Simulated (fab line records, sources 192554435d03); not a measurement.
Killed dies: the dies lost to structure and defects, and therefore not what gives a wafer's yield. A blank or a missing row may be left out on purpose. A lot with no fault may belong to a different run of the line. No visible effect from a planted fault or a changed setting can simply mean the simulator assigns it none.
fab line records || flow n5Finfet
record: {"lots": 4, "wafers": 12, "lastDay": 18}
route steps=1938 shown PMOS_HMC_CHANNEL_EPI@83 FIN_SAQP@90 FIN_CUT@174 STI_FIN_REVEAL@197 PASSIVATION@1936
lots that met no fault: taken from a fault-free run of the same line
startH: hours from the record's first day to the start of the lot's first wafer shown || waitH: how many hours have passed since the lot's step before this one || " identical to the entry in the row above || L1.1+2: a single row standing in for several wafers || - value missing, or start not given || * or withheld: withheld || < > ~ a bound
route shown NAME@n: NAME is a module with steps in the file, n the number in the route of the first one || usual: average and standard deviation across the fault-free wafers || same: alike in all rows || chamber/n: place in a boat || sites: readings site by site || _std_site: the values' standard deviation || _edge_site: inner sites' mean taken away from outer sites' mean || radiusMm: for every site, how far away it sits from the centre of the wafer || mask NAME#n: copy n || behind: tool/chamber where the wafer was last shaped || hold: cause of the lot's hold/its duration in hours/its outcome || device: whichever transistor did not switch (one of n, p or np) || end of line: the route-end tests of the same wafers || a step with no rows: only its recipe || killed: the dies lost at the first sort to structure and to defects; this is not the yield of the wafer || map: per-die view of a wafer (x killed, . not killed, _ where there is no die)
set.NAME: the setting the step ran with; set.NAME@STEP: the setting that earlier step ran with || model.NAME: the simulator's own value behind a step, which no gauge read
certain route steps with their lots: each step a table, each wafer a row
services: when a tool's chamber went out of use (startH, in hours from the record's first day, below 0 if earlier), for how many hours, and the reason
== steps ==
step: N5_PMOS_HMC_CHANNEL_EPI_PRECLEAN_40
recipe: {"chemistry": "DHF", "timeS": 30, "tempC": 25, "dilution": "withheld"}
step: N5_PMOS_HMC_CHANNEL_EPI_PRECLEAN_37
recipe: {"chemistry": "O3/DIW", "timeS": 45, "tempC": 22, "o3Ppm": 10}
step: N5_PMOS_HMC_CHANNEL_EPI_PRECLEAN_24
recipe: {"chemistry": "DHF", "timeS": 30, "tempC": 25, "dilution": "withheld"}
step: N5_PMOS_HMC_CHANNEL_EPI_SRD_25
recipe: {"dry": "ipaMarangoni", "doPpb": 5, "timeS": 30, "tempC": 23, "rinseLiquid": "diw"}
step: N5_PMOS_HMC_CHANNEL_EPI_EPI_26
recipe: {"material": "Si", "targetThkA": 38, "tempC": 650, "precursor": "SiH4/H2", "pressureTorr": 20, "timeS": 22.7}
step: N5_FIN_SAQP_PRECLEAN_42
recipe: {"chemistry": "O3/DIW", "timeS": 60, "tempC": 22, "o3Ppm": 10}
step: N5_FIN_SAQP_PRECLEAN_00
recipe: {"chemistry": "SC1", "timeS": 60, "tempC": 55, "mix": "1:2:50"}
step: N5_FIN_SAQP_PRECLEAN_44
recipe: {"chemistry": "SC2", "timeS": 45, "tempC": 35, "mix": "1:1:50"}
step: N5_FIN_SAQP_SRD_01
recipe: {"dry": "ipaMarangoni", "timeS": 30, "tempC": 23, "rinseLiquid": "diw"}
step: N5_FIN_SAQP_ALD_61
recipe: {"material": "SiO2", "targetThkA": 40, "tempC": 300, "aldPrecursorFamily": "BDEAS", "aldCoReactant": "O2-plasma", "pulseTimeS": 1, "purgeTimeS": 2, "coReactantPurgeTimeS": 2, "aldCycles": 43, "pressureTorr": 2}
usual: {"aldCycles": "43/0", "heaterPowerW": "500/46", "precursorPulseHeightRel": "1.003/0.022"}
{"lot.wafer": "L405.2", "tool": "aldSin-04", "chamber": 2, "startH": 86.79, "waitH": 0.0, "aldCycles": 43, "heaterPowerW": 631, "precursorPulseHeightRel": 0.977, "model.SiO2_of_FIN_SAQP_ALD_61.thkNm": 4.001}
{"lot.wafer": "L405.3", "tool": "aldSin-04", "chamber": 0, "startH": 86.79, "waitH": 0.0, "aldCycles": 43, "heaterPowerW": 556, "precursorPulseHeightRel": 0.997, "model.SiO2_of_FIN_SAQP_ALD_61.thkNm": 3.995}
{"lot.wafer": "L405.5", "tool": "aldSin-04", "chamber": 1, "startH": 86.79, "waitH": 0.0, "aldCycles": 43, "heaterPowerW": 431, "precursorPulseHeightRel": 1.022, "model.SiO2_of_FIN_SAQP_ALD_61.thkNm": 3.985}
{"lot.wafer": "L406.2", "tool": "aldSin-04", "chamber": 0, "startH": 92.49, "waitH": 0.0, "aldCycles": 43, "heaterPowerW": 541, "precursorPulseHeightRel": 1.013, "model.SiO2_of_FIN_SAQP_ALD_61.thkNm": 3.983}
{"lot.wafer": "L406.4", "tool": "aldSin-04", "chamber": 2, "startH": 92.49, "waitH": 0.0, "aldCycles": 27, "heaterPowerW": 635, "precursorPulseHeightRel": 0.948, "model.SiO2_of_FIN_SAQP_ALD_61.thkNm": 2.516}
{"lot.wafer": "L406.6", "tool": "aldSin-04", "chamber": 3, "startH": 92.49, "waitH": 0.0, "aldCycles": 43, "heaterPowerW": 488, "precursorPulseHeightRel": 1.007, "model.SiO2_of_FIN_SAQP_ALD_61.thkNm": 3.996}
{"lot.wafer": "L408.2", "tool": "aldSin-04", "chamber": 2, "startH": 106.59, "waitH": 1.4, "aldCycles": 43, "heaterPowerW": 616, "precursorPulseHeightRel": 1.018, "model.SiO2_of_FIN_SAQP_ALD_61.thkNm": 3.978}
{"lot.wafer": "L408.5", "tool": "aldSin-04", "chamber": 2, "startH": 106.59, "waitH": 1.4, "aldCycles": 27, "heaterPowerW": 612, "precursorPulseHeightRel": 1.018, "model.SiO2_of_FIN_SAQP_ALD_61.thkNm": 2.505}
{"lot.wafer": "L408.6", "tool": "aldSin-04", "chamber": 3, "startH": 106.59, "waitH": 1.4, "aldCycles": 43, "heaterPowerW": 495, "precursorPulseHeightRel": 1.023, "model.SiO2_of_FIN_SAQP_ALD_61.thkNm": 3.988}
{"lot.wafer": "L416.2", "tool": "aldSin-01", "chamber": 1, "startH": 153.52, "waitH": 0.0, "aldCycles": 43, "heaterPowerW": 511, "precursorPulseHeightRel": 1.014, "model.SiO2_of_FIN_SAQP_ALD_61.thkNm": 3.975}
{"lot.wafer": "L416.4", "tool": "aldSin-01", "chamber": 2, "startH": 153.52, "waitH": 0.0, "aldCycles": 43, "heaterPowerW": 502, "precursorPulseHeightRel": 1.016, "model.SiO2_of_FIN_SAQP_ALD_61.thkNm": 3.953}
{"lot.wafer": "L416.6", "tool": "aldSin-01", "chamber": 1, "startH": 153.52, "waitH": 0.0, "aldCycles": 43, "heaterPowerW": 521, "precursorPulseHeightRel": 0.984, "model.SiO2_of_FIN_SAQP_ALD_61.thkNm": 3.988}
step: N5_FIN_SAQP_DENSIFY_62
recipe: {"tempC": 700, "timeS": 60, "ambient": "N2", "idleTempC": 600, "rampUpCPerS": 150, "rampDownCPerS": 60, "coolToC": 600}
step: N5_FIN_SAQP_HM_DEP_03
recipe: {"material": "SiNx", "targetThkA": 380, "tempC": 400, "precursor": "SiH4/NH3/N2", "pressureTorr": 1.5, "rfW": 300, "timeS": 33.6}
step: N5_FIN_SAQP_PECVD_47
recipe: {"material": "a-Si", "targetThkA": 450, "tempC": 400, "precursor": "SiH4/He", "pressureTorr": 3, "rfW": 100, "timeS": 36.3}
step: N5_FIN_SAQP_PECVD_48
recipe: {"material": "SiNx", "targetThkA": 250, "tempC": 400, "precursor": "SiH4/NH3/N2", "pressureTorr": 1.5, "rfW": 300, "timeS": 22.1}
step: N5_FIN_SAQP_PECVD_06
recipe: {"material": "a-Si", "targetThkA": 600, "tempC": 400, "precursor": "SiH4/He", "pressureTorr": 3, "rfW": 100, "timeS": 48.1}
step: N5_FIN_SAQP_HM_DEP_72
recipe: {"material": "SiO2", "targetThkA": 120, "tempC": 400, "precursor": "SiH4/N2O", "pressureTorr": 0.75, "rfW": 275, "timeS": 7.2}
step: N5_FIN_SAQP_COAT_49
recipe: {"resist": "SOC", "tempC": 250, "timeS": 60, "spinRpm": 1500, "resistThkNm": 100}
step: N5_FIN_SAQP_COAT_50
recipe: {"resist": "SiARC", "tempC": 220, "timeS": 60, "spinRpm": 1500, "resistThkNm": 35}
step: N5_FIN_SAQP_COAT_10
recipe: {"resist": "CAR-ArF", "spinRpm": 1500, "resistThkNm": 90}
step: N5_FIN_SAQP_EBR_12
recipe: {"solvent": "PGMEA", "ebrWidthMm": 1.5}
step: N5_FIN_SAQP_SOFTBAKE_11
recipe: {"tempC": 110, "timeS": 60, "resist": "CAR-ArF"}
step: N5_FIN_SAQP_EXPOSE_13
recipe: {"maskId": "FIN_CORE", "na": 1.35, "sourceShape": "dipole", "sigmaInner": 0.538, "sigmaOuter": 0.738, "polarization": "te", "targetCdNm": 35.6, "doseMj": 63.25}
step: N5_FIN_SAQP_PEB_14
recipe: {"pebTempC": "withheld", "pebTimeS": 60, "resist": "CAR-ArF"}
step: N5_FIN_SAQP_DEVELOP_15
recipe: {"developTimeS": 30, "developer": "TMAH", "resist": "CAR-ArF", "devTempC": 23, "rinseLiquid": "diw", "dry": "airSpin"}
step: N5_FIN_SAQP_DESCUM_21
recipe: {"chemistry": "O2", "timeS": 7.9, "sourcePowerW": 50, "biasPowerW": 20, "pressureMtorr": 20, "rfFrequencyHz": 2.712e+07, "tempC": 40, "resist": "CAR-ArF", "o2FlowSccm": 225}
step: N5_FIN_SAQP_ETCH_51
recipe: {"chemistry": "CF4", "target": "SiARC", "targetDepthA": 455, "maskMaterial": "CAR-ArF", "timeS": 75.8, "ionEnergyEv": 80, "pressureMtorr": 40, "sourceW": 545, "biasW": 36, "Ar_flow_sccm": 100, "cf4FlowSccm": 100, "ends": "cleared"}
step: N5_FIN_SAQP_ETCH_52
recipe: {"chemistry": "N2/H2", "target": "SOC", "targetDepthA": 1000, "overetchA": 200, "maskMaterial": "SiARC", "tempC": 40, "timeS": 150, "ionEnergyEv": 200, "pressureMtorr": 30, "sourceW": 840, "biasW": 150, "n2FlowSccm": 200, "h2FlowSccm": 200, "ends": "endPoint"}
step: N5_FIN_SAQP_STRIP_53
recipe: {"chemistry": "N2/H2", "tempC": 40, "n2FlowSccm": 200, "h2FlowSccm": 200, "rfFrequencyHz": 6e+07}
step: N5_FIN_SAQP_HM_OPEN_73
recipe: {"chemistry": "CHF3/O2", "target": "SiO2", "stopOn": "a-Si", "targetDepthA": 120, "overEtchFrac": 1.8, "maskMaterial": "SOC", "timeS": 16.8, "pressureMtorr": 30, "sourceW": 650, "biasW": 170, "Ar_flow_sccm": 200, "CHF3_flow_sccm": 50, "O2_flow_sccm": 5, "ionEnergyEv": 200, "ends": "endPoint"}
step: N5_FIN_SAQP_STRIP_74
recipe: {"chemistry": "CHF3/O2", "resist": "SiARC", "rfFrequencyHz": 6e+07}
step: N5_FIN_SAQP_MANDREL_ETCH_22
recipe: {"targetDepthA": 600, "chemistry": "HBr/Cl2", "target": "a-Si", "stopOn": "SiNx", "btTimeS": 10, "overEtchFrac": 0.5, "timeS": 30, "pressureMtorr": 10, "icpW": 800, "biasW": 75, "HBr_flow_sccm": 150, "Cl2_flow_sccm": 80, "ends": "endPoint"}
step: N5_FIN_SAQP_STRIP_55
recipe: {"chemistry": "N2/H2", "powerW": 500, "tempC": 40, "pressureMtorr": 50, "rfFrequencyHz": 6e+07, "overashFraction": 0.3, "biasPowerW": 28, "h2Frac": 0.5, "n2FlowSccm": 300, "h2FlowSccm": 300}
step: N5_FIN_SAQP_STRIP_23
recipe: {"chemistry": "SPM", "timeS": 750, "tempC": 130, "h2so4H2o2VolRatio": 4}
step: N5_FIN_SAQP_SRD_66
recipe: {"dry": "ipaMarangoni", "timeS": 30, "tempC": 23, "rinseLiquid": "diw"}
step: N5_FIN_CUT_CUT_ETCH_27
recipe: {"chemistry": "CHF3/O2", "target": "SiO2", "targetDepthA": 40, "maskMaterial": "SOC", "overetchA": 20, "timeS": 4.9, "pressureMtorr": 30, "sourceW": 650, "biasW": 170, "Ar_flow_sccm": 200, "CHF3_flow_sccm": 50, "O2_flow_sccm": 5, "ionEnergyEv": 200}
usual: {"drypumpMotorCurrentA": "5.9/0.44", "oesProductAu": "0.61/0.048", "rfVppV": "524/8.7", "showerheadPlenumPTorr": "2.43/0.093", "throttleValvePct": "18.82/0.25"}
{"lot.wafer": "L405.2", "tool": "rieDiel-05", "chamber": 3, "startH": 94.54, "waitH": 0.0, "drypumpMotorCurrentA": 5.8, "oesProductAu": 0.59, "rfHoursCounterH": 161, "rfVppV": 523, "showerheadPlenumPTorr": 2.52, "throttleValvePct": 19.02, "model.etch.depthNm": 4.001}
{"lot.wafer": "L405.3", "tool": "rieDiel-05", "chamber": 1, "startH": 94.54, "waitH": 0.0, "drypumpMotorCurrentA": 6.1, "oesProductAu": 0.58, "rfHoursCounterH": 190, "rfVppV": 517, "showerheadPlenumPTorr": 2.31, "throttleValvePct": 18.55, "model.etch.depthNm": 3.995}
{"lot.wafer": "L405.5", "tool": "rieDiel-05", "chamber": 2, "startH": 94.54, "waitH": 0.0, "drypumpMotorCurrentA": 5.6, "oesProductAu": 0.55, "rfHoursCounterH": "-", "rfVppV": 538, "showerheadPlenumPTorr": 2.48, "throttleValvePct": 18.97, "model.etch.depthNm": 3.985}
{"lot.wafer": "L406.2", "tool": "rieDiel-06", "chamber": 2, "startH": 102.85, "waitH": 0.0, "drypumpMotorCurrentA": 6.3, "oesProductAu": 0.59, "rfHoursCounterH": 176, "rfVppV": 525, "showerheadPlenumPTorr": 2.40, "throttleValvePct": 18.70, "model.etch.depthNm": 3.983}
{"lot.wafer": "L406.4", "tool": "rieDiel-06", "chamber": 0, "startH": 102.85, "waitH": 0.0, "drypumpMotorCurrentA": 4.9, "oesProductAu": 0.45, "rfHoursCounterH": 225, "rfVppV": 519, "showerheadPlenumPTorr": 2.30, "throttleValvePct": 19.43, "model.etch.depthNm": 2.516}
{"lot.wafer": "L406.6", "tool": "rieDiel-06", "chamber": 2, "startH": 102.85, "waitH": 0.0, "drypumpMotorCurrentA": 6.3, "oesProductAu": 0.59, "rfHoursCounterH": "-", "rfVppV": 524, "showerheadPlenumPTorr": 2.40, "throttleValvePct": 18.72, "model.etch.depthNm": 3.996}
{"lot.wafer": "L408.2", "tool": "rieDiel-01", "chamber": 0, "startH": 113.59, "waitH": 0.0, "drypumpMotorCurrentA": 5.4, "oesProductAu": 0.68, "rfHoursCounterH": 49, "rfVppV": 519, "showerheadPlenumPTorr": 2.56, "throttleValvePct": 18.88, "model.etch.depthNm": 3.978}
{"lot.wafer": "L408.5", "tool": "rieDiel-01", "chamber": 2, "startH": 113.59, "waitH": 0.0, "drypumpMotorCurrentA": 6.3, "oesProductAu": 0.49, "rfHoursCounterH": "-", "rfVppV": 511, "showerheadPlenumPTorr": 2.32, "throttleValvePct": 18.65, "model.etch.depthNm": 2.505}
{"lot.wafer": "L408.6", "tool": "rieDiel-01", "chamber": 1, "startH": 113.59, "waitH": 0.0, "drypumpMotorCurrentA": 6.3, "oesProductAu": 0.62, "rfHoursCounterH": "-", "rfVppV": 541, "showerheadPlenumPTorr": 2.52, "throttleValvePct": 18.44, "model.etch.depthNm": 3.988}
{"lot.wafer": "L416.2", "tool": "rieDiel-05", "chamber": 3, "startH": 160.95, "waitH": 0.0, "drypumpMotorCurrentA": 5.8, "oesProductAu": 0.57, "rfHoursCounterH": 181, "rfVppV": 523, "showerheadPlenumPTorr": 2.51, "throttleValvePct": 19.05, "model.etch.depthNm": 3.975}
{"lot.wafer": "L416.4", "tool": "rieDiel-05", "chamber": 0, "startH": 160.95, "waitH": 0.0, "drypumpMotorCurrentA": 5.6, "oesProductAu": 0.60, "rfHoursCounterH": 129, "rfVppV": 537, "showerheadPlenumPTorr": 2.32, "throttleValvePct": 19.02, "model.etch.depthNm": 3.953}
{"lot.wafer": "L416.6", "tool": "rieDiel-05", "chamber": 3, "startH": 160.95, "waitH": 0.0, "drypumpMotorCurrentA": 5.8, "oesProductAu": 0.58, "rfHoursCounterH": "-", "rfVppV": 523, "showerheadPlenumPTorr": 2.51, "throttleValvePct": 19.05, "model.etch.depthNm": 3.988}
step: N5_STI_FIN_REVEAL_STRIP_16
recipe: {"chemistry": "H3PO4", "material": "SiNx", "tempC": 165, "targetDepthA": 238, "overetchFraction": 0.4964, "dry": "ipaMarangoni"}
{"lot.wafer": "L405.2+3+5", "tool": "wetBench-04", "chamber": "0,2,3", "startH": 105.25, "waitH": 1.1, "model.SiO2_of_FIN_SAQP_ALD_61.thkNm": 3.8}
{"lot.wafer": "L406.2+6", "tool": "wetBench-06", "chamber": "7,0", "startH": 113.34, "waitH": 1.1, "model.SiO2_of_FIN_SAQP_ALD_61.thkNm": 3.8}
{"lot.wafer": "L406.4", "tool": "wetBench-06", "chamber": 4, "startH": 113.34, "waitH": 1.1, "model.SiO2_of_FIN_SAQP_ALD_61.thkNm": 2.2}
{"lot.wafer": "L408.2+6", "tool": "wetBench-04", "chamber": "3,1", "startH": 122.17, "waitH": 1.1, "model.SiO2_of_FIN_SAQP_ALD_61.thkNm": 3.8}
{"lot.wafer": "L408.5", "tool": "wetBench-04", "chamber": 6, "startH": 122.17, "waitH": 1.1, "model.SiO2_of_FIN_SAQP_ALD_61.thkNm": 2.2}
{"lot.wafer": "L416.2+6", "tool": "wetBench-03", "chamber": "3,6", "startH": 170.29, "waitH": 1.1, "model.SiO2_of_FIN_SAQP_ALD_61.thkNm": 3.8}
{"lot.wafer": "L416.4", "tool": "wetBench-03", "chamber": 7, "startH": 170.29, "waitH": 1.1, "model.SiO2_of_FIN_SAQP_ALD_61.thkNm": 3.6}
step: N5_PASSIVATION_PROBE_49
usual: {"killed_at_M0_to_M3": "37/12", "killed_at_M4_up": "14/5.3", "killedAtContacts": "12/6.2", "killedAtFrontEnd": "41/11", "killedAtOther": "3.7/2.9", "killedDies": "107/17", "killedOpen": "71/12", "killedShort": "34/7.9"}
same: {"grossDies": 1180, "killedAtBackSide": 0}
{"lot.wafer": "L406.2", "tool": "prober-01", "chamber": "-", "startH": 353.41, "waitH": 0.1, "killed_at_M0_to_M3": 31, "killed_at_M4_up": 14, "killedAtContacts": 7, "killedAtFrontEnd": 32, "killedAtOther": 3, "killedDies": 87, "killedOpen": 60, "killedShort": 26}
{"lot.wafer": "L406.4", "tool": "prober-01", "chamber": "-", "startH": 353.51, "waitH": 0.2, "killed_at_M0_to_M3": 44, "killed_at_M4_up": 14, "killedAtContacts": 7, "killedAtFrontEnd": 31, "killedAtOther": 2, "killedDies": 98, "killedOpen": 62, "killedShort": 34}
{"lot.wafer": "L406.6", "tool": "prober-01", "chamber": "-", "startH": 353.61, "waitH": 0.3, "killed_at_M0_to_M3": 27, "killed_at_M4_up": 20, "killedAtContacts": 5, "killedAtFrontEnd": 30, "killedAtOther": 2, "killedDies": 84, "killedOpen": 60, "killedShort": 22}
{"lot.wafer": "L416.2", "tool": "prober-02", "chamber": "-", "startH": 419.77, "waitH": 0.1, "killed_at_M0_to_M3": 37, "killed_at_M4_up": 11, "killedAtContacts": 4, "killedAtFrontEnd": 43, "killedAtOther": 1, "killedDies": 96, "killedOpen": 69, "killedShort": 25}
{"lot.wafer": "L416.4", "tool": "prober-02", "chamber": "-", "startH": 419.87, "waitH": 0.2, "killed_at_M0_to_M3": 35, "killed_at_M4_up": 6, "killedAtContacts": 19, "killedAtFrontEnd": 49, "killedAtOther": 9, "killedDies": 118, "killedOpen": 74, "killedShort": 42}
{"lot.wafer": "L416.6", "tool": "prober-02", "chamber": "-", "startH": 419.97, "waitH": 0.3, "killed_at_M0_to_M3": 24, "killed_at_M4_up": 6, "killedAtContacts": 4, "killedAtFrontEnd": 32, "killedAtOther": 1, "killedDies": 67, "killedOpen": 46, "killedShort": 20}
killed by level:class
L406.2 BEOL_M2:geometricParticle:open=9 MOL_CONTACT_COAG:geometricParticle:open=7 FIN_SAQP:geometricParticle:open=6 GATE_CUT:geometricParticle:open=5 BEOL_M0_SAQP:geometricParticle:short=5 BEOL_M2:geometricParticle:short=5 STARTING-WAFER:geometricParticle:short=5 DUMMY_GATE:geometricParticle:open=4
L406.4 BEOL_M2:geometricParticle:open=13 BEOL_M4:geometricParticle:open=10 BEOL_M1:geometricParticle:open=9 GATE_CUT:geometricParticle:short=8 FIN_SAQP:geometricParticle:short=7 MOL_CONTACT_COAG:geometricParticle:open=7 BEOL_M0_SAQP:geometricParticle:short=7 BEOL_M0_SAQP:geometricParticle:open=6
L406.6 BEOL_M4:geometricParticle:open=14 BEOL_M2:geometricParticle:open=10 FIN_SAQP:geometricParticle:open=9 BEOL_M1:geometricParticle:open=6 STI_FIN_REVEAL:geometricParticle:open=4 MOL_CONTACT_COAG:geometricParticle:open=4 FIN_SAQP:geometricParticle:short=3 BEOL_M3:geometricParticle:open=3
L416.2 BEOL_M1:geometricParticle:open=16 STI_FIN_REVEAL:geometricParticle:open=10 GATE_CUT:geometricParticle:open=6 BEOL_M0_SAQP:geometricParticle:open=6 BEOL_M3:geometricParticle:open=6 FIN_SAQP:geometricParticle:short=5 GATE_CUT:geometricParticle:short=5 MOL_CONTACT_COAG:geometricParticle:open=4
L416.4 MOL_CONTACT_COAG:geometricParticle:open=14 FIN_SAQP:geometricParticle:short=12 BEOL_M1:geometricParticle:open=12 GATE_CUT:geometricParticle:short=9 FIN_SAQP:geometricParticle:open=7 BEOL_M3:geometricParticle:open=6 STI_FIN_REVEAL:geometricParticle:open=5 MOL_CONTACT_COAG:geometricParticle:short=5
L416.6 FIN_SAQP:geometricParticle:open=8 BEOL_M1:geometricParticle:open=7 BEOL_M3:geometricParticle:open=5 GATE_CUT:geometricParticle:short=4 MOL_CONTACT_COAG:geometricParticle:open=4 STI_FIN_REVEAL:geometricParticle:open=3 STARTING-WAFER:geometricParticle:open=3 ILD0:geometricParticle:short=3
== services ==
{"tool": "wetBench-06", "chamber": "-", "startH": 75.54, "hours": 1.9, "kind": "pm"}
{"tool": "rieDiel-06", "chamber": 3, "startH": 91.32, "hours": 4.9, "kind": "repair"}
{"tool": "aldSin-01", "chamber": 2, "startH": 96.95, "hours": 11.7, "kind": "repair"}
{"tool": "rieDiel-06", "chamber": 2, "startH": 124.88, "hours": 3.2, "kind": "repair"}
{"tool": "wetBench-06", "chamber": "-", "startH": 148.52, "hours": 2.5, "kind": "repair"}
{"tool": "rieDiel-05", "chamber": 0, "startH": 157.45, "hours": 2.8, "kind": "repair"}
{"tool": "aldSin-04", "chamber": "-", "startH": 161.65, "hours": 6.1, "kind": "pm"}
== key ==
firstSign: {"step": "N5_FIN_SAQP_ALD_61", "reading": "aldCycles", "direction": "down", "sigmas": "99+", "usual": "*", "struck": "*"}
effect: {"step": "N5_FIN_CUT_CUT_ETCH_27", "reading": "oesProductAu", "direction": "down", "sigmas": 2.9, "usual": 0.61, "struck": 0.47}
modelEffect: {"step": "N5_FIN_SAQP_ALD_61", "value": "SiO2_of_FIN_SAQP_ALD_61.thkNm", "without": 3.999, "struck": 2.511}
modelEffect: {"step": "N5_FIN_CUT_CUT_ETCH_27", "value": "etch.depthNm", "without": 3.999, "struck": 2.511}
modelEffect: {"step": "N5_STI_FIN_REVEAL_STRIP_16", "value": "SiO2_of_FIN_SAQP_ALD_61.thkNm", "without": 3.8, "struck": 2.2}
metAt N5_FIN_SAQP_ALD_61
struckWafers L406.4,L408.5
testerLeftOut L406,L408
onsetBetween 86.79 92.49
fault: {"kind": "processParameterDrift", "tool": "aldSin-04", "chamber": "-", "onsetH": 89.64, "steps": "N5_FIN_SAQP_ALD_61", "channel": "aldCycles", "offset": "*", "shape": "step", "endH": 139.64, "scope": "struckWafersOnly", "actsIn": "*", "stated": "*"}
testerLeftOut: of these lots the tester's yield and bins aren't shown, on N5 and GAA mostly nor the transistor test; their killed dies are dies lost to structure and defects alone, not to doping, threshold or leakage, so they don't give the yield
